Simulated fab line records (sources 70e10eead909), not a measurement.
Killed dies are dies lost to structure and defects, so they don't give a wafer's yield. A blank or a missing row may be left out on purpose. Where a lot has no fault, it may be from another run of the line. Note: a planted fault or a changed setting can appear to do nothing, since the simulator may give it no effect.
Matching of chambers :: flow nand-harc :: 4 sister chambers for NHARC_P_M2_CMP_23 on cmp-01
The step polishes, t overpolish 20 s, target thk 144.3 nm. 16 wafers are shown with their chamber, then 8 later ones without.

EACH WAFER AND ITS CHAMBER
wafer: L075.3
chamber: 0
motor-current-A (A): 12.6
time-to-endpoint-s (s): 30

wafer: L075.4
chamber: 3
motor-current-A (A): 14.6
time-to-endpoint-s (s): 30

wafer: L075.6
chamber: 1
motor-current-A (A): 14.9
time-to-endpoint-s (s): 28

wafer: L074.3
chamber: 1
motor-current-A (A): 15.8
time-to-endpoint-s (s): 28

wafer: L074.4
chamber: 3
motor-current-A (A): 14.4
time-to-endpoint-s (s): 31

wafer: L074.5
chamber: 2
motor-current-A (A): 12.8
time-to-endpoint-s (s): 31

wafer: L076.1
chamber: 2
motor-current-A (A): 12.9
time-to-endpoint-s (s): 29

wafer: L076.2
chamber: 1
motor-current-A (A): 14.9
time-to-endpoint-s (s): 26

wafer: L076.5
chamber: 3
motor-current-A (A): 13.4
time-to-endpoint-s (s): 33

wafer: L081.2
chamber: 2
motor-current-A (A): 13.0
time-to-endpoint-s (s): 31

wafer: L081.3
chamber: 1
motor-current-A (A): 15.4
time-to-endpoint-s (s): 31

wafer: L081.6
chamber: 0
motor-current-A (A): 13.8
time-to-endpoint-s (s): 31

wafer: L082.2
chamber: 2
motor-current-A (A): 13.3
time-to-endpoint-s (s): 31

wafer: L082.3
chamber: 0
motor-current-A (A): 13.1
time-to-endpoint-s (s): 34

wafer: L082.5
chamber: 3
motor-current-A (A): 14.7
time-to-endpoint-s (s): 33

wafer: L085.2
chamber: 3
motor-current-A (A): 14.1
time-to-endpoint-s (s): 31

SIGNATURES (means of the wafers above)
reading: motor-current-A
chamber 0: 13.167
chamber 1: 15.250
chamber 2: 13.000
chamber 3: 14.240
scatter within a chamber: 0.459

reading: time-to-endpoint-s
chamber 0: 31.67
chamber 1: 28.25
chamber 2: 30.50
chamber 3: 31.60
scatter within a chamber: 1.62
Rule: a wafer lies at a distance from a chamber equal to the root of the sum of squares, over the readings, of (its reading less the chamber's mean, divided by the reading's scatter). If the next closest chamber is less than 2 further off than the closest, the wafer can't be placed; otherwise it belongs to the closest. The scatter is the square root of a quotient: the sum, over the shown wafers, of each reading's squared deviation from its chamber's mean, divided by wafers minus chambers.

WAFERS WITHOUT THEIR CHAMBER
wafer: L085.5
motor-current-A (A): 14.5
time-to-endpoint-s (s): 33

wafer: L085.6
motor-current-A (A): 13.7
time-to-endpoint-s (s): 32

wafer: L086.1
motor-current-A (A): 13.5
time-to-endpoint-s (s): 35

wafer: L086.2
motor-current-A (A): 15.5
time-to-endpoint-s (s): 32

wafer: L086.6
motor-current-A (A): 12.9
time-to-endpoint-s (s): 31

wafer: L094.2
motor-current-A (A): 13.8
time-to-endpoint-s (s): 30

wafer: L094.5
motor-current-A (A): 13.9
time-to-endpoint-s (s): 30

wafer: L094.6
motor-current-A (A): 14.5
time-to-endpoint-s (s): 30

WHICH CHAMBER EACH WENT THROUGH
wafer: L085.5
from the rows above: can't be placed: 3 or 0
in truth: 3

wafer: L085.6
from the rows above: can't be placed: 0 or 3 or 2
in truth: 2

wafer: L086.1
from the rows above: can't be placed: 0 or 3 or 2
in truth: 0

wafer: L086.2
from the rows above: can't be placed: 1 or 3
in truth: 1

wafer: L086.6
from the rows above: can't be placed: 2 or 0
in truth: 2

wafer: L094.2
from the rows above: can't be placed: 3 or 0 or 2 or 1
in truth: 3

wafer: L094.5
from the rows above: can't be placed: 3 or 0 or 2 or 1
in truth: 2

wafer: L094.6
from the rows above: can't be placed: 3 or 1 or 0
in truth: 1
Correctly placed: 0 of 8. Cannot be placed on the basis of these rows: 8; the candidates contain the true chamber in 8. Number placed wrongly: 0.
